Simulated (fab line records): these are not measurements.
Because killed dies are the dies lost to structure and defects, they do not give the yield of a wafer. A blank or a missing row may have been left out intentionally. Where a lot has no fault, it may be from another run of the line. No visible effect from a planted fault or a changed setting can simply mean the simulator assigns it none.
Chamber matching / flow n5_finfet / cmp-04 running N5_HKMG_FIN_CMP_94: 4 sister chambers
The step polishes, stops on SiNx, t overpolish 4.7 s, target thk 43.299 nm. 24 wafers are shown with their chamber, then 12 later ones without.

## WAFERS WITH THEIR CHAMBER
wafer=L074.4; chamber=3; motor_current_A (A)=11.2; edge_zone_pressure_frac=1.001
wafer=L074.5; chamber=0; motor_current_A (A)=11.4; edge_zone_pressure_frac=0.994
wafer=L074.6; chamber=3; motor_current_A (A)=10.3; edge_zone_pressure_frac=0.998
wafer=L075.2; chamber=3; motor_current_A (A)=10.8; edge_zone_pressure_frac=0.999
wafer=L075.3; chamber=1; motor_current_A (A)=11.6; edge_zone_pressure_frac=1.002
wafer=L075.4; chamber=2; motor_current_A (A)=12.2; edge_zone_pressure_frac=0.998
wafer=L078.1; chamber=0; motor_current_A (A)=11.4; edge_zone_pressure_frac=1.007
wafer=L078.2; chamber=3; motor_current_A (A)=10.0; edge_zone_pressure_frac=0.995
wafer=L078.4; chamber=2; motor_current_A (A)=12.2; edge_zone_pressure_frac=0.999
wafer=L079.2; chamber=0; motor_current_A (A)=11.6; edge_zone_pressure_frac=0.993
wafer=L079.3; chamber=1; motor_current_A (A)=12.1; edge_zone_pressure_frac=0.997
wafer=L079.5; chamber=1; motor_current_A (A)=12.5; edge_zone_pressure_frac=0.997
wafer=L079.1; chamber=3; motor_current_A (A)=10.3; edge_zone_pressure_frac=0.993
wafer=L079.4; chamber=2; motor_current_A (A)=11.8; edge_zone_pressure_frac=1.001
wafer=L079.6; chamber=2; motor_current_A (A)=11.6; edge_zone_pressure_frac=1.003
wafer=L080.1; chamber=3; motor_current_A (A)=10.9; edge_zone_pressure_frac=1.007
wafer=L080.5; chamber=0; motor_current_A (A)=11.4; edge_zone_pressure_frac=0.984
wafer=L080.6; chamber=3; motor_current_A (A)=10.6; edge_zone_pressure_frac=0.998
wafer=L084.1; chamber=1; motor_current_A (A)=12.5; edge_zone_pressure_frac=1.001
wafer=L084.2; chamber=0; motor_current_A (A)=11.7; edge_zone_pressure_frac=0.998
wafer=L084.4; chamber=2; motor_current_A (A)=12.0; edge_zone_pressure_frac=1.002
wafer=L089.1; chamber=3; motor_current_A (A)=10.1; edge_zone_pressure_frac=0.994
wafer=L089.2; chamber=0; motor_current_A (A)=12.2; edge_zone_pressure_frac=0.997
wafer=L089.3; chamber=2; motor_current_A (A)=12.1; edge_zone_pressure_frac=1.002

SIGNATURES (means of the wafers above)
reading=motor_current_A; chamber 0=11.617; chamber 1=12.175; chamber 2=11.983; chamber 3=10.525; scatter within a chamber=0.358
reading=edge_zone_pressure_frac; chamber 0=0.99550; chamber 1=0.99925; chamber 2=1.00083; chamber 3=0.99812; scatter within a chamber=0.00481
Rule: a wafer lies at a distance from a chamber equal to the root of the sum of squares, over the readings, of (its reading less the chamber's mean, divided by the reading's scatter). If the next closest chamber is less than 2 further off than the closest, the wafer can't be placed; otherwise it belongs to the closest. The scatter is the square root of a quotient: the sum, over the shown wafers, of each reading's squared deviation from its chamber's mean, divided by wafers minus chambers.

## WAFERS MISSING THEIR CHAMBER
wafer=L089.4; motor_current_A (A)=12.8; edge_zone_pressure_frac=1.004
wafer=L089.5; motor_current_A (A)=11.1; edge_zone_pressure_frac=0.990
wafer=L089.6; motor_current_A (A)=10.2; edge_zone_pressure_frac=0.992
wafer=L090.3; motor_current_A (A)=12.1; edge_zone_pressure_frac=0.998
wafer=L090.5; motor_current_A (A)=11.2; edge_zone_pressure_frac=1.007
wafer=L090.6; motor_current_A (A)=12.3; edge_zone_pressure_frac=0.996
wafer=L093.2; motor_current_A (A)=12.2; edge_zone_pressure_frac=1.004
wafer=L093.4; motor_current_A (A)=11.9; edge_zone_pressure_frac=1.008
wafer=L093.6; motor_current_A (A)=12.2; edge_zone_pressure_frac=1.003
wafer=L093.1; motor_current_A (A)=10.6; edge_zone_pressure_frac=0.998
wafer=L093.3; motor_current_A (A)=11.2; edge_zone_pressure_frac=0.998
wafer=L093.5; motor_current_A (A)=10.3; edge_zone_pressure_frac=0.998

## CHAMBER TAKEN BY EACH
wafer=L089.4; from the rows above=can't be placed: 1 or 2 or 0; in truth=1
wafer=L089.5; from the rows above=can't be placed: 0 or 3 or 2 or 1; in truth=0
wafer=L089.6; from the rows above=3; in truth=3
wafer=L090.3; from the rows above=can't be placed: 1 or 2 or 0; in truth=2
wafer=L090.5; from the rows above=can't be placed: 2 or 3 or 0 or 1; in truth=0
wafer=L090.6; from the rows above=can't be placed: 1 or 2 or 0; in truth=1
wafer=L093.2; from the rows above=can't be placed: 2 or 1 or 0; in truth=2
wafer=L093.4; from the rows above=can't be placed: 2 or 1 or 0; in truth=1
wafer=L093.6; from the rows above=can't be placed: 2 or 1 or 0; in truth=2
wafer=L093.1; from the rows above=3; in truth=3
wafer=L093.3; from the rows above=can't be placed: 0 or 3 or 2 or 1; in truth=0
wafer=L093.5; from the rows above=3; in truth=3
Correct placement for 3 of the 12. Cannot be placed on the basis of these rows: 9; the candidates contain the true chamber in 9. Placed wrongly: 0.
